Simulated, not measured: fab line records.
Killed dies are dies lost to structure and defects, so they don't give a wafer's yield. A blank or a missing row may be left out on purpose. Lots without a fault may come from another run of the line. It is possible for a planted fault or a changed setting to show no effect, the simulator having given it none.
fab line records | flow n5_finfet
[record] lots = 10 wafers = 29 last_day = 19
route steps=1938 shown BEOL_M5@1183 BEOL_M6@1197 PASSIVATION@1936
lots with no fault: from the same line, run without faults
start_h: hours from the record's first day to the start of the lot's first wafer shown | wait_h: hours from the lot's prior step to this one | " identical to the entry in the row above | L1.1+2: one row covering several wafers at once | - no value present, or no start provided | * or withheld: withheld | < > ~ a bound
route shown NAME@n: names a module that has steps shown in the file, with the first one's number in the route | usual: mean and standard deviation over wafers with no fault | same: alike in all rows | chamber/n: place in a boat | sites: per-site readings | _std_site: standard deviation across them | _edge_site: inner sites' mean taken away from outer sites' mean | radius_mm: for every site, how far away it sits from the centre of the wafer | mask NAME#n: copy n | behind: the last tool/chamber to shape the wafer | hold: cause of the lot's hold/its duration in hours/its outcome | device: transistor that didn't switch, given as n, p or np | end of line: the tests these same wafers got at the end of their route | a step given without rows: its recipe and nothing more | killed: dies lost to structure and defects at the first sort, not the wafer's yield | map: the dies of a wafer, with x for killed, . for not killed, _ for no die there
set.NAME: setting as actually run; set.NAME@STEP: the setting as run at that earlier step | model.NAME: the simulator's own value behind a step, which no gauge read
steps of the route over a sample of lots; a table a step, a row a wafer
services: when a tool's chamber went out of use (start_h, in hours from the record's first day, below 0 if earlier), for how many hours, and the reason
[[steps]]
[step N5_BEOL_M5_SPUTTER_90]
[recipe] material = Cu target_thk_a = 45 temp_c = -20 chamber_pressure_pa = 0.07 power_w = withheld time_s = 8.29
[usual] chuck_gas_flow_sccm = 1.27/0.051 substrate_temp_c = -20.01/0.11 throttle_valve_pct = 30.1/0.93
// columns lot.wafer tool chamber start_h wait_h chuck_gas_flow_sccm substrate_temp_c throttle_valve_pct
L596.2 pvd_sputter-02 - 216.04 0.5 1.26 -19.87 29.7
L596.3 " - " " 1.31 -20.05 30.8
L596.5 " - " " 1.20 -19.92 29.7
L597.1 pvd_sputter-01 - 218.29 0.5 1.20 -20.04 29.1
L597.2 " - " " 1.31 -20.22 31.8
L597.6 " - " " 1.27 -20.19 31.8
L598.2 pvd_sputter-02 - 226.72 0.5 1.30 -20.10 31.2
L598.6 " - " " 1.24 -20.01 29.7
L599.1 pvd_sputter-02 - 231.61 0.5 1.28 -20.17 31.3
L599.3 " - " " 1.27 -19.90 30.5
L599.4 " - " " 1.25 -20.03 29.4
L608.2 pvd_sputter-03 - 276.99 0.5 1.38 -19.84 29.9
L608.5 " - " " 1.41 -19.75 29.8
L608.6 " - " " 1.22 -20.06 30.1
L610.1 pvd_sputter-01 - 297.17 0.5 1.28 -20.03 30.3
L610.3 " - " " 1.27 -19.83 29.0
L610.6 " - " " 1.37 -20.11 29.8
L616.1 pvd_sputter-03 - 330.30 0.5 1.29 -20.18 30.0
L616.4 " - " " 1.27 -20.20 29.7
L616.6 " - " " 1.35 -19.90 30.9
L615.1 pvd_sputter-01 - 339.23 0.5 1.35 -19.89 29.0
L615.2 " - " " 1.26 -20.09 29.5
L615.5 " - " " 1.30 -19.97 29.0
L617.1 pvd_sputter-03 - 355.79 0.5 1.31 -20.00 29.6
L617.3 " - " " 1.32 -19.95 30.9
L617.4 " - " " 1.19 -19.95 30.1
L618.1 pvd_sputter-01 - 358.21 0.5 1.24 -20.18 29.6
L618.3 " - " " 1.21 -19.94 30.3
L618.6 " - " " 1.29 -19.95 31.7
[step N5_BEOL_M5_CO_CAP_78]
[recipe] material = Co target_thk_a = 20 temp_c = 200 precursor = CCTBA/H2 pressure_torr = 30 time_s = 102.1
[usual] heater_power_outer_w = 127/13 heater_power_w = 246/33
// columns lot.wafer tool chamber start_h wait_h heater_power_outer_w heater_power_w
L596.2 cvd_co-01 1 216.91 0.0 146 321
L596.3 " 2 " " 115 225
L596.5 " 1 " " 145 312
L597.1 cvd_co-01 1 219.63 0.0 145 303
L597.2 " 0 " " 122 220
L597.6 " 0 " " 121 221
L598.2 cvd_co-02 1 227.60 0.0 120 233
L598.6 " 0 " " 138 246
L599.1 cvd_co-01 2 233.02 0.0 115 228
L599.3 " 0 " " 125 225
L599.4 " 1 " " 147 302
L608.2 cvd_co-02 2 277.86 0.0 121 222
L608.5 " 2 " " 119 224
L608.6 " 1 " " 120 228
L610.1 cvd_co-02 1 298.06 0.0 118 231
L610.3 " 0 " " 141 245
L610.6 " 1 " " 121 237
L616.1 cvd_co-01 1 331.48 0.0 145 299
L616.4 " 0 " " 122 222
L616.6 " 2 " " 118 229
L615.1 cvd_co-01 1 340.44 0.0 147 303
L615.2 " 0 " " 125 217
L615.5 " 1 " " 147 320
L617.1 cvd_co-01 1 356.73 0.0 148 305
L617.3 " 0 " " 120 214
L617.4 " 1 " " 152 315
L618.1 cvd_co-01 1 359.10 0.0 149 319
L618.3 " 0 " " 121 222
L618.6 " 1 " " 147 307
[step N5_BEOL_M5_RS_MEAS_57]
[recipe] thk_meas_gauge = four-point-probe reads = Co_of_BEOL_M5_CO_CAP_78+Cu_of_BEOL_M5_ECD_50+Co_of_BEOL_M5_CVD_47+TaN_of_BEOL_M5_ALD_86
[usual] M5_RS = 0.391/0.013
// columns lot.wafer tool chamber start_h wait_h M5_RS[ohm/sq]
L596.2 film_metro-02 - 217.10 0.1 0.388
L596.3 " - " " 0.407
L596.5 " - " " 0.386
L597.1 film_metro-02 - 219.81 0.0 0.376
L597.2 " - " " 0.394
L597.6 " - " " 0.391
L598.2 film_metro-02 - 227.81 0.1 0.368
L598.6 " - " " 0.385
L599.1 film_metro-01 - 233.23 0.1 0.399
L599.3 " - " " 0.406
L599.4 " - " " 0.372
L608.2 film_metro-01 - 278.07 0.1 0.390
L608.5 " - " " 0.388
L608.6 " - " " 0.389
L610.1 film_metro-02 - 298.24 0.0 0.402
L610.3 " - " " 0.398
L610.6 " - " " 0.390
L616.1 film_metro-01 - 331.66 0.0 0.386
L616.4 " - " " 0.410
L616.6 " - " " 0.392
L615.1 film_metro-01 - 340.62 0.0 0.390
L615.2 " - " " 0.393
L615.5 " - " " 0.385
L617.1 film_metro-01 - 356.92 0.0 0.387
L617.3 " - " " 0.395
L617.4 " - " " 0.377
L618.1 film_metro-01 - 359.28 0.0 0.402
L618.3 " - " " 0.393
L618.6 " - " " 0.382
[step N5_BEOL_M6_PECVD_70]
[recipe] material = SiO2 target_thk_a = 200 temp_c = 400 precursor = TEOS/O2 pressure_torr = 5.5 rf_w = 450 teos_flow_sccm = 53.8 gas = O2 flow_sccm = 3000 time_s = 22.7
[usual] heater_power_outer_w = 438/46 heater_power_w = 718/60 showerhead_plenum_p_Torr = 8.78/0.064 throttle_valve_pct = 22.8/1
// columns lot.wafer tool chamber start_h wait_h heater_power_outer_w heater_power_w showerhead_plenum_p_Torr throttle_valve_pct
L596.2 pecvd-02 1 217.78 0.0 375 630 8.78 21.8
L596.3 " 2 " " 481 734 8.78 21.0
L596.5 " 1 " " 386 643 8.78 22.0
L597.1 pecvd-02 0 220.51 0.0 404 696 8.73 23.3
L597.2 " 1 " " 392 645 8.77 22.0
L597.6 " 2 " " 492 755 8.76 21.2
L598.2 pecvd-04 0 228.51 0.0 373 657 8.86 24.1
L598.6 " 2 " " 455 777 8.69 21.2
L599.1 pecvd-04 0 233.91 0.0 335 618 8.86 24.2
L599.3 " 1 " " 400 605 8.85 23.2
L599.4 " 2 " " 434 776 8.69 21.3
L608.2 pecvd-02 0 278.75 0.0 419 737 8.77 23.3
L608.5 " 1 " " 384 658 8.78 22.0
L608.6 " 0 " " 428 747 8.74 23.4
L610.1 pecvd-02 1 298.92 0.0 456 738 8.77 22.0
L610.3 " 0 " " 414 714 8.74 23.4
L610.6 " 0 " " 413 714 8.77 23.3
L616.1 pecvd-01 0 332.65 0.0 444 688 8.75 24.3
L616.4 " 0 " " 452 673 8.77 24.4
L616.6 " 1 " " 468 845 8.88 22.8
L615.1 pecvd-01 2 341.30 0.0 460 689 8.68 22.7
L615.2 " 0 " " 458 706 8.76 24.2
L615.5 " 2 " " 451 684 8.68 22.5
L617.1 pecvd-01 0 357.59 0.0 432 674 8.79 24.1
L617.3 " 0 " " 434 676 8.78 24.1
L617.4 " 2 " " 471 686 8.69 22.8
L618.1 pecvd-01 1 360.46 0.0 456 818 8.87 22.6
L618.3 " 2 " " 517 742 8.68 22.9
L618.6 " 0 " " 463 703 8.76 24.3
[step N5_BEOL_M6_INSPECT_13]
[recipe] mode = adi inspect_instrument = brightfield
[usual] raw_defect_count = 430/98
// columns lot.wafer tool chamber start_h wait_h raw_defect_count
L596.2 defect_inspect-01 - 218.84 0.0 293
L596.3 " - " " 292
L596.5 " - " " 281
L597.1 defect_inspect-01 - 221.81 0.0 435
L597.2 " - " " 341
L597.6 " - " " 325
L598.2 defect_inspect-02 - 229.53 0.0 328
L598.6 " - " " 534
L599.1 defect_inspect-02 - 235.18 0.0 533
L599.3 " - " " 589
L599.4 " - " " 434
L608.2 defect_inspect-02 - 281.03 0.0 1538
L608.5 " - " " 452
L608.6 " - " " 1515
L610.1 defect_inspect-02 - 300.74 0.0 450
L610.3 " - " " 1485
L610.6 " - " " 1679
L616.1 defect_inspect-01 - 334.24 0.0 336
L616.4 " - " " 308
L616.6 " - " " 475
L615.1 defect_inspect-01 - 342.83 0.0 723
L615.2 " - " " 557
L615.5 " - " " 481
L617.1 defect_inspect-01 - 359.97 0.0 551
L617.3 " - " " 435
L617.4 " - " " 437
L618.1 defect_inspect-02 - 361.34 0.0 611
L618.3 " - " " 494
L618.6 " - " " 637
[step N5_BEOL_M6_INSPECT_30]
[recipe] mode = adi inspect_instrument = brightfield
[usual] raw_defect_count = 431/98
// columns lot.wafer tool chamber start_h wait_h raw_defect_count
L596.2 defect_inspect-02 - 220.59 0.0 298
L596.3 " - " " 297
L596.5 " - " " 286
L597.1 defect_inspect-01 - 223.82 0.1 420
L597.2 " - " " 341
L597.6 " - " " 311
L598.2 defect_inspect-01 - 231.28 0.0 312
L598.6 " - " " 496
L599.1 defect_inspect-01 - 237.48 0.1 566
L599.3 " - " " 562
L599.4 " - " " 438
L608.2 defect_inspect-02 - 282.85 0.0 1515
L608.5 " - " " 441
L608.6 " - " " 1515
L610.1 defect_inspect-02 - 303.43 0.1 458
L610.3 " - " " 1480
L610.6 " - " " 1647
L616.1 defect_inspect-01 - 335.51 0.1 343
L616.4 " - " " 316
L616.6 " - " " 478
L615.1 defect_inspect-01 - 344.90 0.1 720
L615.2 " - " " 589
L615.5 " - " " 470
L617.1 defect_inspect-01 - 364.93 0.1 585
L617.3 " - " " 441
L617.4 " - " " 444
L618.1 defect_inspect-02 - 364.97 0.1 587
L618.3 " - " " 504
L618.6 " - " " 636
[step N5_PASSIVATION_PROBE_49]
[usual] defect_limited_yield = 91.6/1.4 killed_at_M0_to_M3 = 33/10 killed_at_M4_up = 13/5.3 killed_at_contacts = 13/5.9 killed_at_front_end = 36/12 killed_at_other = 4/3.1 killed_dies = 99/16 killed_on_rim = 13/4.2 killed_open = 65/13 killed_short = 32/7.3 sort_bin_5_function = 4.9/0.9 sort_bin_6_memory = 3.1/0.66 sort_bin_8_speed = 0.0/0.42 sort_n_pass = 1081/17 sort_yield_pct = 91.6/1.4
[same] gross_dies = 1180 killed_at_back_side = 0 sort_bin_4_leakage[%] = 0
// columns lot.wafer tool chamber start_h wait_h defect_limited_yield[%] killed_at_M0_to_M3 killed_at_M4_up killed_at_contacts killed_at_front_end killed_at_other killed_dies killed_on_rim killed_open killed_short sort_bin_5_function[%] sort_bin_6_memory[%] sort_bin_8_speed[%] sort_n_pass sort_yield_pct[%]
L608.2 prober-02 - 365.97 0.1 83.3 35 112 12 36 2 197 38 81 23 9.7 3.7 0 983 83.3
L608.5 prober-02 - 366.12 0.2 92.4 19 13 15 38 5 90 9 63 25 4.2 3.1 0 1090 92.4
L608.6 prober-02 - 366.17 0.3 83.3 27 100 12 57 1 197 35 73 31 9.7 3.0 0 983 83.3
L610.1 prober-02 - 391.37 0.0 92.3 33 10 12 33 3 91 13 58 30 4.2 3.1 0 1089 92.3
L610.3 prober-02 - 391.47 0.1 86.3 22 103 8 20 9 162 26 31 35 8.8 2.4 0 1018 86.3
L610.6 prober-02 - 391.62 0.3 85.3 27 100 13 32 2 174 32 56 26 7.5 4.2 0 1006 85.3
// killed by level:class
L608.2 BEOL_M6:unspecified=92 BEOL_M3:geometric_particle:open=13 MOL_CONTACT_COAG:geometric_particle:open=12 BEOL_M4:geometric_particle:open=10 BEOL_M0_SAQP:geometric_particle:open=9 GATE_CUT:geometric_particle:open=7 GATE_CUT:geometric_particle:short=7 DUMMY_GATE:geometric_particle:open=5
L608.5 MOL_CONTACT_COAG:geometric_particle:open=13 BEOL_M4:geometric_particle:open=9 FIN_SAQP:geometric_particle:short=8 FIN_SAQP:geometric_particle:open=7 DUMMY_GATE:geometric_particle:open=6 STI_FIN_REVEAL:geometric_particle:open=5 BEOL_M0:geometric_particle:open=5 BEOL_M3:geometric_particle:open=5
L608.6 BEOL_M6:unspecified=86 FIN_SAQP:geometric_particle:open=17 BEOL_M3:geometric_particle:open=13 FIN_SAQP:geometric_particle:short=11 DUMMY_GATE:geometric_particle:open=9 MOL_CONTACT_COAG:geometric_particle:open=8 STI_FIN_REVEAL:geometric_particle:open=7 BEOL_M3:geometric_particle:short=7
L610.1 MOL_CONTACT_COAG:geometric_particle:open=12 BEOL_M0_SAQP:geometric_particle:open=11 FIN_SAQP:geometric_particle:short=6 BEOL_M2:geometric_particle:open=6 BEOL_M0_SAQP:geometric_particle:short=5 BEOL_M3:geometric_particle:open=5 GATE_CUT:geometric_particle:short=4 STI_FIN_REVEAL:geometric_particle:open=3
L610.3 BEOL_M6:unspecified=95 BEOL_M0_SAQP:geometric_particle:open=5 MOL_CONTACT_COAG:geometric_particle:short=4 MOL_CONTACT_COAG:geometric_particle:open=4 BEOL_M0_SAQP:geometric_particle:short=4 FIN_SAQP:geometric_particle:open=3 BEOL_M5:geometric_particle:open=3 GATE_CUT:geometric_particle:short=3
L610.6 BEOL_M6:unspecified=92 MOL_CONTACT_COAG:geometric_particle:open=10 FIN_SAQP:geometric_particle:open=9 BEOL_M0_SAQP:geometric_particle:open=8 BEOL_M3:geometric_particle:open=8 STI_FIN_REVEAL:geometric_particle:open=7 BEOL_M0_SAQP:geometric_particle:short=6 STI_FIN_REVEAL:geometric_particle:short=3
[[services]]
// columns tool chamber start_h hours kind
pecvd-04 1 196.95 5.5 scheduled_down
pecvd-04 - 203.08 1.3 repair
pecvd-01 2 215.87 20.5 repair
pecvd-02 1 233.21 2.1 scheduled_down
pecvd-01 2 236.42 - clean
pecvd-01 2 236.42 - consumable_replace:showerhead
pecvd-01 2 236.42 29.0 scheduled_down
pecvd-01 2 236.42 29.0 vent_cycle
pecvd-04 0 256.02 5.2 repair
pecvd-02 0 273.00 5.5 scheduled_down
pecvd-04 2 301.00 2.5 repair
pecvd-04 1 322.83 2.1 scheduled_down
cvd_co-02 1 333.33 - clean
cvd_co-02 1 333.33 22.0 scheduled_down
cvd_co-02 1 333.33 22.0 vent_cycle
pecvd-02 - 337.78 0.8 pm
pecvd-02 1 356.54 5.0 scheduled_down
pecvd-01 1 357.31 2.1 scheduled_down
[[key]]
[first_sign] step = N5_BEOL_M6_INSPECT_13 reading = raw_defect_count direction = up sigmas = 11 usual = 430 struck = 1554
[effect] step = N5_BEOL_M6_INSPECT_30 reading = raw_defect_count direction = up sigmas = 11 usual = 431 struck = 1539
[effect] step = N5_PASSIVATION_PROBE_49 reading = killed_at_M4_up direction = up sigmas = 17 usual = 13 struck = 104
[more_kills_born_at] N5_BEOL_M6_PECVD_70@pecvd-02 = 365
met_at N5_BEOL_M6_PECVD_70
struck_lots L608,L610
struck_wafers L608.2,L608.6,L610.3,L610.6
not_acting_at N5_BEOL_M5_SPUTTER_90,N5_BEOL_M5_CO_CAP_78,N5_BEOL_M5_RS_MEAS_57
onset_between 220.51 278.75
[fault] kind = chamber_particle_source tool = pecvd-02 chamber = 0 onset_h = 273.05 steps = N5_BEOL_M6_PECVD_70 rate_per_visit_cm2 = 1.8328 end_h = 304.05
